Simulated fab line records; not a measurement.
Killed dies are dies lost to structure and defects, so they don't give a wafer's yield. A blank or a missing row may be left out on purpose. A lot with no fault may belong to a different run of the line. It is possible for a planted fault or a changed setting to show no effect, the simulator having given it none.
fab line records	flow n5Finfet
record: lots: 7	wafers: 39
route steps=1938 shown WELL_APT@24 PMOS_HMC_CHANNEL_EPI@78 FIN_SAQP@147 FIN_CUT@169
startH: start of the lot's first displayed wafer, in hours after the record's first day	waitH: how many hours have passed since the lot's step before this one	" as in the row above	L1.1+2: several wafers, shown together as one row	- either no value or no given start	* or withheld: withheld	< > ~ a bound
route shown NAME@n: names a module that has steps shown in the file, with the first one's number in the route	usual: mean/standard deviation of fault-free wafers	same: alike in all rows	chamber/n: place in a boat	sites: readings site by site	_std_site: standard deviation across them	_edge_site: outer sites' mean less inner sites'	radiusMm: how far each site lies from the wafer's centre	mask NAME#n: copy n	behind: the last tool/chamber to shape the wafer	hold: reason for holding the lot/hours on hold/outcome of the hold	device: whichever transistor did not switch (one of n, p or np)	end of line: the tests these same wafers got at the end of their route	where a step has no rows: the recipe by itself	killed: dies lost to structure and defects at the first sort, not the wafer's yield	map: shows each die of a wafer: x if killed, . if not, _ if none is there
set.NAME: the setting that was run; set.NAME@STEP: the one run at that earlier step	model.NAME: the simulator's own value behind a step, which no gauge read
lots where settings were altered on purpose, with a table for each step and a row for each wafer
== steps ==
step: N5_WELL_APT_EXPOSE_05
recipe: maskId: NWELL	na: 0.8	sourceShape: conventional	sigmaOuter: 0.8	polarization: unpolarized	defocusNm: 0	targetCdNm: 200	doseMj: 20.3
lot.wafer	tool	chamber	startH	waitH	mask	set.doseMj
L075.1+2+6	krfScanner-01	0	19.51	-	NWELL#0	20.3
L075.3+4+5	"	0	"	"	NWELL#0	18.91
L078.1+4+6	krfScanner-02	0	37.58	-	NWELL#0	18.87
L078.2+3+5	"	0	"	"	NWELL#0	20.3
L079.1+2+4	krfScanner-02	0	43.51	-	NWELL#0	19.89
L079.3+5+6	"	0	"	"	NWELL#0	20.3
L084.1+3+6	krfScanner-01	0	73.67	-	NWELL#0	20.3
L084.2+4+5	"	0	"	"	NWELL#0	21.15
L092.1+5+6	krfScanner-02	0	121.64	-	NWELL#0	20.94
L092.2+3+4	"	0	"	"	NWELL#0	20.3
L094.1+3+5	krfScanner-02	0	133.66	-	NWELL#0	21.82
L094.2+4+6	"	0	"	"	NWELL#0	20.3
L095.2+3+6	krfScanner-01	0	139.64	-	NWELL#0	20.3
step: N5_WELL_APT_PEB_06
recipe: pebTempC: 130	pebTimeS: 90
step: N5_WELL_APT_DEVELOP_07
recipe: developTimeS: 45	rinseLiquid: surfactantRinse	dry: airSpin	devTempC: 21
step: N5_WELL_APT_HARDBAKE_12
recipe: tempC: 130	timeS: 120
step: N5_WELL_APT_CD_MEAS_08
recipe: targetCdNm: 200	landingEnergyEv: 500	detector: seInlens
usual: cdNm: 200.4/1
lot.wafer	tool	chamber	startH	waitH	set.doseMj@WELL_APT_EXPOSE_05	cdNm
L075.1	cdSem-03	0	19.68	-	20.3	200.1
L075.2	"	0	"	"	20.3	201.1
L075.3	"	0	"	"	18.91	189.4
L075.4	"	0	"	"	18.91	189.8
L075.5	"	0	"	"	18.91	188.9
L075.6	"	0	"	"	20.3	202.7
L078.1	cdSem-02	0	37.75	-	18.87	189.8
L078.2	"	0	"	"	20.3	200.3
L078.3	"	0	"	"	20.3	201.7
L078.4	"	0	"	"	18.87	189.2
L078.5	"	0	"	"	20.3	202.4
L078.6	"	0	"	"	18.87	190.1
L079.1	cdSem-01	0	43.68	-	19.89	198.2
L079.2	"	0	"	"	19.89	198.4
L079.3	"	0	"	"	20.3	199.7
L079.4	"	0	"	"	19.89	197.6
L079.5	"	0	"	"	20.3	199.0
L079.6	"	0	"	"	20.3	199.1
L084.1	cdSem-02	0	73.84	-	20.3	198.3
L084.2	"	0	"	"	21.15	206.8
L084.3	"	0	"	"	20.3	200.1
L084.4	"	0	"	"	21.15	207.7
L084.5	"	0	"	"	21.15	207.4
L084.6	"	0	"	"	20.3	198.5
L092.1	cdSem-03	0	121.81	-	20.94	204.6
L092.2	"	0	"	"	20.3	199.0
L092.3	"	0	"	"	20.3	199.1
L092.4	"	0	"	"	20.3	200.9
L092.5	"	0	"	"	20.94	204.7
L092.6	"	0	"	"	20.94	203.9
L094.1	cdSem-02	0	133.83	-	21.82	212.1
L094.2	"	0	"	"	20.3	200.2
L094.3	"	0	"	"	21.82	211.7
L094.4	"	0	"	"	20.3	200.0
L094.5	"	0	"	"	21.82	212.2
L094.6	"	0	"	"	20.3	200.6
L095.2	cdSem-03	0	139.81	-	20.3	199.1
L095.3	"	0	"	"	20.3	200.0
L095.6	"	0	"	"	20.3	199.7
step: N5_WELL_APT_DESCUM_13
recipe: chemistry: O2	timeS: 7.9	sourcePowerW: 50	biasPowerW: 20	pressureMtorr: 20	rfFrequencyHz: 2.712e+07	tempC: 40	o2FlowSccm: 225
lot.wafer	tool	chamber	startH	waitH	set.doseMj@WELL_APT_EXPOSE_05	model.WELL_APT.cdNm
L075.1	rieDiel-04	1	19.77	0.0	20.3	199.9
L075.2	"	3	"	"	20.3	201
L075.3	"	2	"	"	18.91	189.7
L075.4	"	2	"	"	18.91	189.6
L075.5	"	3	"	"	18.91	189
L075.6	"	1	"	"	20.3	202.5
L078.1	rieDiel-04	0	37.84	0.0	18.87	189.8
L078.2	"	1	"	"	20.3	200.6
L078.3	"	3	"	"	20.3	202
L078.4	"	1	"	"	18.87	189.3
L078.5	"	3	"	"	20.3	202.7
L078.6	"	0	"	"	18.87	190.4
L079.1	rieDiel-06	3	43.77	0.0	19.89	198.6
L079.2	"	1	"	"	19.89	198.7
L079.3	"	0	"	"	20.3	200.1
L079.4	"	0	"	"	19.89	197.5
L079.5+6	"	3,1	"	"	20.3	199
L084.1	rieDiel-04	3	73.93	0.0	20.3	198.6
L084.2	"	1	"	"	21.15	207.1
L084.3	"	0	"	"	20.3	200
L084.4+5	"	2,3	"	"	21.15	207.6
L084.6	"	2	"	"	20.3	198.3
L092.1	rieDiel-02	0	121.90	0.0	20.94	204.9
L092.2	"	3	"	"	20.3	199.2
L092.3	"	1	"	"	20.3	199.4
L092.4	"	2	"	"	20.3	200.8
L092.5	"	1	"	"	20.94	204.7
L092.6	"	2	"	"	20.94	203.9
L094.1+5	rieDiel-02	2,3	134.02	0.1	21.82	212.1
L094.2	"	1	"	"	20.3	200.2
L094.3	"	3	"	"	21.82	211.9
L094.4	"	0	"	"	20.3	200.3
L094.6	"	2	"	"	20.3	201.2
L095.2	rieDiel-04	0	139.90	0.0	20.3	199.4
L095.3	"	1	"	"	20.3	199.9
L095.6	"	3	"	"	20.3	199.5
step: N5_PMOS_HMC_CHANNEL_EPI_EPI_20
recipe: material: SiGe30	maskMaterial: SiO2	pressureTorr: 20	targetThkA: 590	tempC: 600
lot.wafer	tool	chamber	startH	waitH	set.pressureTorr	model.SiGe30_of_PMOS_HMC_CHANNEL_EPI_EPI_20.thkNm
L075.1	epiRpcvd-01	0	23.85	0.0	18.51	57.85
L075.2	"	0	"	"	18.51	57.17
L075.3	"	0	"	"	18.51	57.13
L075.4	"	0	"	"	18.51	57.62
L075.5	"	0	"	"	18.51	57.07
L075.6	"	0	"	"	18.51	57.25
L078.1	epiRpcvd-01	0	42.06	0.0	21.89	60.72
L078.2	"	0	"	"	21.89	61.02
L078.3	"	0	"	"	21.89	61
L078.4	"	0	"	"	21.89	60.88
L078.5	"	0	"	"	21.89	60.97
L078.6	"	0	"	"	21.89	61.01
L079.1	epiRpcvd-03	0	47.93	0.0	20	58.31
L079.2	"	0	"	"	20	58.96
L079.3	"	0	"	"	20	57.82
L079.4	"	0	"	"	20	58.54
L079.5	"	0	"	"	20	58.35
L079.6	"	0	"	"	20	57.77
L084.1	epiRpcvd-04	0	77.94	0.0	21.67	61.19
L084.2	"	0	"	"	21.67	60.87
L084.3	"	0	"	"	21.67	61.41
L084.4	"	0	"	"	21.67	61.16
L084.5	"	0	"	"	21.67	61.4
L084.6	"	0	"	"	21.67	61.44
L092.1	epiRpcvd-03	0	125.85	0.0	22.55	62.57
L092.2	"	0	"	"	22.55	61.83
L092.3	"	0	"	"	22.55	61.74
L092.4	"	0	"	"	22.55	61.58
L092.5	"	0	"	"	22.55	61.72
L092.6	"	0	"	"	22.55	62.3
L094.1	epiRpcvd-01	0	138.53	0.0	22.96	62.74
L094.2	"	0	"	"	22.96	62.35
L094.3	"	0	"	"	22.96	61.94
L094.4	"	0	"	"	22.96	62.05
L094.5	"	0	"	"	22.96	61.89
L094.6	"	0	"	"	22.96	61.97
L095.2	epiRpcvd-04	0	144.32	0.2	20	59.1
L095.3	"	0	"	"	20	58.63
L095.6	"	0	"	"	20	59.65
step: N5_FIN_SAQP_FIN_ETCH_36
recipe: chemistry: HBr/Cl2/O2	targetDepthA: 1200	maskMaterial: SiNx	timeS: 50.4	biasW: 102	pressureMtorr: 10	icpW: 800	HBr_flow_sccm: 150	Cl2_flow_sccm: 80	O2_flow_sccm: 12
lot.wafer	tool	chamber	startH	waitH	set.icpW	model.etch.depthNm	model.FIN_SAQP.featureDepthNm
L075.1	rieSi-04	3	31.59	0.0	800	121.5	121.4
L075.2	"	1	"	"	800	122.6	122.6
L075.3	"	0	"	"	674.4	112.2	112.2
L075.4	"	2	"	"	674.4	112	112
L075.5	"	1	"	"	800	123.1	123
L075.6	"	0	"	"	674.4	113.1	113.2
L078.1	rieSi-03	0	49.74	0.0	800	121.3	121.4
L078.2	"	1	"	"	800	119.6	119.6
L078.3	"	3	"	"	800	123.5	123.4
L078.4	"	2	"	"	800	122	122
L078.5	"	1	"	"	800	120	120
L078.6	"	2	"	"	800	121.2	121.2
L079.1	rieSi-01	3	56.39	0.0	800	118.4	118.4
L079.2	"	0	"	"	736.8	116.2	116.2
L079.3	"	1	"	"	736.8	116.1	116.2
L079.4	"	2	"	"	736.8	116.3	116.2
L079.5	"	3	"	"	800	119.1	119.2
L079.6	"	0	"	"	800	121.2	121.2
L084.1	rieSi-01	1	86.28	0.0	697.9	113.8	113.8
L084.2	"	0	"	"	800	119.9	119.8
L084.3	"	2	"	"	800	120.7	120.6
L084.4	"	3	"	"	697.9	111.5	111.6
L084.5	"	0	"	"	697.9	113	113
L084.6	"	1	"	"	800	121	121
L092.1+6	rieSi-03	1	134.21	0.0	800	118.4	118.4
L092.2	"	2	"	"	800	119.1	119.2
L092.3	"	3	"	"	800	120.3	120.4
L092.4	"	0	"	"	800	120.4	120.4
L092.5	"	2	"	"	800	119.7	119.8
L094.1	rieSi-04	3	151.43	0.0	671.4	111.3	111.4
L094.2	"	2	"	"	671.4	111	111
L094.3	"	1	"	"	800	122.4	122.4
L094.4	"	0	"	"	671.4	110.4	110.4
L094.5	"	2	"	"	800	120	120
L094.6	"	1	"	"	800	121.4	121.4
L095.2	rieSi-01	1	157.03	0.0	800	121.4	121.4
L095.3	"	2	"	"	800	119.1	119
L095.6	"	0	"	"	800	118.4	118.4
step: N5_FIN_SAQP_PRECLEAN_38
recipe: chemistry: O3/DIW	timeS: 45	tempC: 22	o3Ppm: 10
step: N5_FIN_SAQP_PRECLEAN_45
recipe: chemistry: dHF	timeS: 10	dilution: 500:1	tempC: 25
step: N5_FIN_SAQP_SRD_39
recipe: dry: ipaMarangoni	timeS: 30	tempC: 23	rinseLiquid: diw
step: N5_FIN_SAQP_OCD_MEAS_76
usual: trenchDepthNm: 120.4/1.3
lot.wafer	tool	chamber	startH	waitH	set.icpW@FIN_SAQP_FIN_ETCH_36	trenchDepthNm
L075.1	ocd-01	-	31.81	0.0	800	121.5
L075.2	"	-	"	"	800	122.5
L075.3	"	-	"	"	674.4	111.9
L075.4	"	-	"	"	674.4	112.3
L075.5	"	-	"	"	800	123.1
L075.6	"	-	"	"	674.4	113.2
L078.1	ocd-01	-	49.96	0.0	800	121.3
L078.2	"	-	"	"	800	120.0
L078.3	"	-	"	"	800	123.4
L078.4	"	-	"	"	800	122.0
L078.5	"	-	"	"	800	119.8
L078.6	"	-	"	"	800	121.3
L079.1	ocd-02	-	56.61	0.0	800	118.3
L079.2	"	-	"	"	736.8	116.1
L079.3	"	-	"	"	736.8	116.1
L079.4	"	-	"	"	736.8	116.6
L079.5	"	-	"	"	800	118.6
L079.6	"	-	"	"	800	121.1
L084.1	ocd-02	-	86.57	0.0	697.9	114.4
L084.2	"	-	"	"	800	119.7
L084.3	"	-	"	"	800	120.4
L084.4	"	-	"	"	697.9	111.4
L084.5	"	-	"	"	697.9	112.6
L084.6	"	-	"	"	800	120.9
L092.1	ocd-02	-	134.44	0.0	800	118.2
L092.2	"	-	"	"	800	118.4
L092.3	"	-	"	"	800	121.0
L092.4	"	-	"	"	800	120.5
L092.5	"	-	"	"	800	120.0
L092.6	"	-	"	"	800	118.9
L094.1	ocd-02	-	151.65	0.0	671.4	111.6
L094.2	"	-	"	"	671.4	111.4
L094.3	"	-	"	"	800	122.5
L094.4	"	-	"	"	671.4	111.1
L094.5	"	-	"	"	800	119.7
L094.6	"	-	"	"	800	121.6
L095.2	ocd-02	-	157.26	0.0	800	121.0
L095.3	"	-	"	"	800	118.9
L095.6	"	-	"	"	800	118.3
step: N5_FIN_CUT_ETCH_21
recipe: chemistry: N2/H2	target: SOC	targetDepthA: 2190	overetchA: 438	maskMaterial: SiARC	tempC: 40	ionEnergyEv: 100	biasW: 61	timeS: 523.5	pressureMtorr: 30	sourceW: 850	n2FlowSccm: 200	h2FlowSccm: 200
lot.wafer	tool	chamber	startH	waitH	set.timeS	model.etch.depthNm	model.FIN_CUT.cdOffsetNm	model.SiARC_of_FIN_CUT_COAT_19.thkNm
L075.1	rieDiel-03	1	32.36	0.0	523.5	231.6	0	12
L075.2	"	2	"	"	646.1	231.1	1.8	9.8
L075.3	"	3	"	"	646.1	231.4	1	10
L075.4	"	0	"	"	523.5	230.6	0	12
L075.5	"	3	"	"	523.5	230.8	0.2	12
L075.6	"	0	"	"	646.1	230.7	1.2	10
L078.1	rieDiel-03	0	50.63	0.0	590.1	230.5	0.6	11
L078.2	"	1	"	"	590.1	230.1	0.8	11
L078.3	"	2	"	"	590.1	230.4	1.2	10.8
L078.4	"	1	"	"	523.5	230.4	-0.2	12.2
L078.5	"	0	"	"	523.5	230.6	0	12
L078.6	"	2	"	"	523.5	230.2	-0.2	11.8
L079.1	rieDiel-03	2	57.28	0.0	398.1	203.7	-1.2	13.6
L079.2	"	0	"	"	523.5	229.6	0	12
L079.3	"	1	"	"	523.5	229.9	0	12
L079.4	"	0	"	"	398.1	201	-1.2	13.8
L079.5	"	2	"	"	523.5	229.8	0.2	11.8
L079.6	"	1	"	"	398.1	197.9	-1.6	14
L084.1	rieDiel-03	3	87.22	0.0	523.5	229.1	0.4	12
L084.2	"	2	"	"	523.5	230.2	0.4	11.8
L084.3	"	0	"	"	462.2	228	-0.4	13
L084.4	"	1	"	"	462.2	227.3	-0.6	13
L084.5	"	3	"	"	462.2	230	-0.4	12.8
L084.6	"	2	"	"	523.5	229.9	0.6	11.8
L092.1	rieDiel-05	1	135.26	0.0	523.5	230.3	-0.2	11.8
L092.2+5	"	3,0	"	"	523.5	229.7	-0.2	11.8
L092.3	"	0	"	"	523.5	229.1	-0.4	11.8
L092.4	"	3	"	"	523.5	229.8	0	11.8
L092.6	"	1	"	"	523.5	229.6	0	11.8
L094.1	rieDiel-01	3	152.20	0.0	523.5	229.6	0.2	11.8
L094.2	"	0	"	"	523.5	229.9	0.2	11.6
L094.3	"	1	"	"	523.5	230.3	-0.4	11.8
L094.4	"	2	"	"	523.5	230.6	-0.2	11.6
L094.5	"	0	"	"	523.5	230.3	0	11.8
L094.6	"	1	"	"	523.5	229.8	-0.2	11.8
L095.2	rieDiel-05	3	157.87	0.0	523.5	230.2	1	11.8
L095.3	"	2	"	"	523.5	230.4	0.6	11.6
L095.6	"	2	"	"	523.5	230.2	0.8	11.6
step: N5_FIN_CUT_STRIP_23
recipe: chemistry: N2/H2	tempC: 40	n2FlowSccm: 200	h2FlowSccm: 200	rfFrequencyHz: 6e+07
step: N5_FIN_CUT_STRIP_31
recipe: chemistry: N2/H2	tempC: 40	n2FlowSccm: 200	h2FlowSccm: 200	rfFrequencyHz: 6e+07
step: N5_FIN_CUT_STRIP_24
recipe: chemistry: CF4	resist: SiARC	powerW: 300	biasPowerW: 75	pressureMtorr: 50	cf4FlowSccm: 150	rfFrequencyHz: 6e+07
step: N5_FIN_CUT_CUT_ETCH_26
recipe: chemistry: CH3F/O2	target: SiNx	targetDepthA: 390	maskMaterial: SOC	timeS: 55.7	pressureMtorr: 30	sourceW: 395	biasW: 73	Ar_flow_sccm: 150	CH3F_flow_sccm: 30	O2_flow_sccm: 20	ionEnergyEv: 120
lot.wafer	tool	chamber	startH	waitH	set.timeS@FIN_CUT_ETCH_21	model.FIN_CUT.cdOffsetNm
L075.1+4	rieDiel-03	1,0	32.70	0.0	523.5	0
L075.2	"	2	"	"	646.1	1.8
L075.3	"	3	"	"	646.1	1
L075.5	"	3	"	"	523.5	0.2
L075.6	"	0	"	"	646.1	1.2
L078.1	rieDiel-03	0	50.98	0.0	590.1	0.6
L078.2	"	1	"	"	590.1	0.8
L078.3	"	2	"	"	590.1	1.2
L078.4	"	1	"	"	523.5	-0.4
L078.5	"	0	"	"	523.5	0
L078.6	"	2	"	"	523.5	-0.2
L079.1	rieDiel-03	2	57.63	0.0	398.1	-1.2
L079.2+3	"	0,1	"	"	523.5	0
L079.4	"	0	"	"	398.1	-1.4
L079.5	"	2	"	"	523.5	0.2
L079.6	"	1	"	"	398.1	-1.6
L084.1	rieDiel-03	3	87.56	0.0	523.5	0.4
L084.2	"	2	"	"	523.5	0.2
L084.3+5	"	0,3	"	"	462.2	-0.4
L084.4	"	1	"	"	462.2	-0.6
L084.6	"	2	"	"	523.5	0.6
L092.1+6	rieDiel-05	1	135.61	0.0	523.5	0
L092.2+3+4+5	"	3,0,3,0	"	"	523.5	-0.2
L094.1	rieDiel-01	3	152.55	0.0	523.5	0.2
L094.2+5	"	0	"	"	523.5	0
L094.3+4	"	1,2	"	"	523.5	-0.4
L094.6	"	1	"	"	523.5	-0.2
L095.2	rieDiel-05	3	158.21	0.0	523.5	1
L095.3+6	"	2	"	"	523.5	0.8
step: N5_FIN_CUT_CUT_ETCH_27
recipe: chemistry: CHF3/O2	target: SiO2	targetDepthA: 40	maskMaterial: SOC	overetchA: 20	timeS: 4.9	pressureMtorr: 30	sourceW: 650	biasW: 170	Ar_flow_sccm: 200	CHF3_flow_sccm: 50	O2_flow_sccm: 5	ionEnergyEv: 200
lot.wafer	tool	chamber	startH	waitH	set.timeS@FIN_CUT_ETCH_21	model.FIN_CUT.cdOffsetNm
L075.1+4	rieDiel-03	1,0	32.75	0.0	523.5	0
L075.2	"	2	"	"	646.1	1.8
L075.3+6	"	3,0	"	"	646.1	1.2
L075.5	"	3	"	"	523.5	0.2
L078.1+2	rieDiel-03	0,1	51.02	0.0	590.1	0.8
L078.3	"	2	"	"	590.1	1.2
L078.4+5+6	"	1,0,2	"	"	523.5	-0.2
L079.1	rieDiel-03	2	57.67	0.0	398.1	-1.2
L079.2+3	"	0,1	"	"	523.5	0
L079.4	"	0	"	"	398.1	-1.4
L079.5	"	2	"	"	523.5	0.2
L079.6	"	1	"	"	398.1	-1.6
L084.1	rieDiel-03	3	87.61	0.0	523.5	0.4
L084.2	"	2	"	"	523.5	0.2
L084.3+5	"	0,3	"	"	462.2	-0.4
L084.4	"	1	"	"	462.2	-0.6
L084.6	"	2	"	"	523.5	0.6
L092.1+2+3	rieDiel-05	1,3,0	135.65	0.0	523.5	-0.2
L092.4+5+6	"	3,0,1	"	"	523.5	0
L094.1	rieDiel-01	3	152.59	0.0	523.5	0.2
L094.2+5	"	0	"	"	523.5	0
L094.3	"	1	"	"	523.5	-0.4
L094.4+6	"	2,1	"	"	523.5	-0.2
L095.2	rieDiel-05	3	158.26	0.0	523.5	1
L095.3+6	"	2	"	"	523.5	0.8
step: N5_FIN_CUT_PRECLEAN_35
recipe: timeS: 13.3	tempC: 45	pressureTorr: 125	pHfTorr: 3	pCoreactantTorr: 25	chemistry: vHF
lot.wafer	tool	chamber	startH	waitH	set.timeS@FIN_CUT_ETCH_21	model.FIN_CUT.cdOffsetNm
L075.1+4	vaporEtch-01	1	32.82	0.0	523.5	0.4
L075.2	"	0	"	"	646.1	2.2
L075.3+6	"	0	"	"	646.1	1.6
L075.5	"	1	"	"	523.5	0.6
L078.1+2	vaporEtch-02	0,1	51.09	0.0	590.1	0.6
L078.3	"	1	"	"	590.1	1
L078.4+6	"	0,1	"	"	523.5	-0.4
L078.5	"	0	"	"	523.5	-0.2
L079.1	vaporEtch-01	0	57.74	0.0	398.1	-1.2
L079.2	"	1	"	"	523.5	0
L079.3+5	"	0,1	"	"	523.5	0.2
L079.4	"	1	"	"	398.1	-1.4
L079.6	"	0	"	"	398.1	-1.6
L084.1+6	vaporEtch-02	1,0	87.67	0.0	523.5	0.2
L084.2	"	0	"	"	523.5	0
L084.3+5	"	1	"	"	462.2	-0.8
L084.4	"	0	"	"	462.2	-1
L092.1+4+5+6	vaporEtch-01	1,1,0,1	135.73	0.1	523.5	-0.2
L092.2+3	"	0	"	"	523.5	-0.4
L094.1	vaporEtch-01	0	152.66	0.0	523.5	0.8
L094.2	"	1	"	"	523.5	0.6
L094.3+4	"	1,0	"	"	523.5	0.2
L094.5+6	"	0,1	"	"	523.5	0.4
L095.2	vaporEtch-02	0	158.34	0.1	523.5	1
L095.3+6	"	0	"	"	523.5	0.8
step: N5_FIN_CUT_CUT_ETCH_15
recipe: chemistry: HBr/Cl2/O2	target: Si	targetDepthA: 1000	btTimeS: 10	maskMaterial: SOC	timeS: 42.4	ionEnergyEv: *	biasW: *	pressureMtorr: 10	icpW: 800	HBr_flow_sccm: 150	Cl2_flow_sccm: 80	O2_flow_sccm: 12
lot.wafer	tool	chamber	startH	waitH	set.timeS@FIN_CUT_ETCH_21	model.FIN_CUT.cdOffsetNm
L075.1+4	rieSi-02	2,1	32.90	0.1	523.5	0.4
L075.2	"	3	"	"	646.1	2.2
L075.3+6	"	0,3	"	"	646.1	1.6
L075.5	"	2	"	"	523.5	0.6
L078.1+2	rieSi-06	2,3	51.17	0.1	590.1	0.6
L078.3	"	1	"	"	590.1	0.8
L078.4+6	"	2,1	"	"	523.5	-0.4
L078.5	"	3	"	"	523.5	-0.2
L079.1+4	rieSi-06	2	57.82	0.1	398.1	-1.2
L079.2	"	1	"	"	523.5	0
L079.3+5	"	3	"	"	523.5	0.2
L079.6	"	1	"	"	398.1	-1.6
L084.1+6	rieSi-06	3	87.75	0.1	523.5	0.2
L084.2	"	1	"	"	523.5	0
L084.3	"	0	"	"	462.2	-0.8
L084.4	"	2	"	"	462.2	-1
L084.5	"	0	"	"	462.2	-0.6
L092.1+4+5+6	rieSi-02	3,0,1,2	135.81	0.1	523.5	-0.2
L092.2+3	"	1,2	"	"	523.5	-0.4
L094.1	rieSi-06	2	152.74	0.1	523.5	0.8
L094.2	"	0	"	"	523.5	0.6
L094.3+4	"	1,3	"	"	523.5	0.2
L094.5+6	"	3,0	"	"	523.5	0.4
L095.2	rieSi-02	3	158.42	0.1	523.5	1
L095.3+6	"	1,2	"	"	523.5	0.8
== key ==
split: step: N5_WELL_APT_EXPOSE_05	setting: doseMj	stated: 20.3	by: wafer
response: step: N5_WELL_APT_CD_MEAS_08	reading: cdNm	change: +1.66	per: 1%	r: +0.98
response: step: N5_WELL_APT_DESCUM_13	reading: model.WELL_APT.cdNm	change: +1.65	per: 1%	r: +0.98
split: step: N5_PMOS_HMC_CHANNEL_EPI_EPI_20	setting: pressureTorr	stated: 20	by: lot
response: step: N5_PMOS_HMC_CHANNEL_EPI_EPI_20	reading: model.SiGe30_of_PMOS_HMC_CHANNEL_EPI_EPI_20.thkNm	change: +0.232	per: 1%	r: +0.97
split: step: N5_FIN_SAQP_FIN_ETCH_36	setting: icpW	stated: 800	by: wafer
response: step: N5_FIN_SAQP_FIN_ETCH_36	reading: model.etch.depthNm	change: +0.614	per: 1%	r: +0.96
response: step: N5_FIN_SAQP_FIN_ETCH_36	reading: model.FIN_SAQP.featureDepthNm	change: +0.61	per: 1%	r: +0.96
response: step: N5_FIN_SAQP_OCD_MEAS_76	reading: trenchDepthNm	change: +0.596	per: 1%	r: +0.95
split: step: N5_FIN_CUT_ETCH_21	setting: timeS	stated: 523.5	by: wafer
response: step: N5_FIN_CUT_ETCH_21	reading: model.etch.depthNm	shape: bent	atLowest: 200.8	atStated: 230.1	atHighest: 231
response: step: N5_FIN_CUT_ETCH_21	reading: model.FIN_CUT.cdOffsetNm	change: +0.0611	per: 1%	r: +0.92
response: step: N5_FIN_CUT_ETCH_21	reading: model.SiARC_of_FIN_CUT_COAT_19.thkNm	change: -0.0839	per: 1%	r: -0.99
response: step: N5_FIN_CUT_CUT_ETCH_26	reading: model.FIN_CUT.cdOffsetNm	change: +0.0623	per: 1%	r: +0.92
response: step: N5_FIN_CUT_CUT_ETCH_27	reading: model.FIN_CUT.cdOffsetNm	change: +0.064	per: 1%	r: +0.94
response: step: N5_FIN_CUT_PRECLEAN_35	reading: model.FIN_CUT.cdOffsetNm	change: +0.0656	per: 1%	r: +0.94
response: step: N5_FIN_CUT_CUT_ETCH_15	reading: model.FIN_CUT.cdOffsetNm	change: +0.0633	per: 1%	r: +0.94
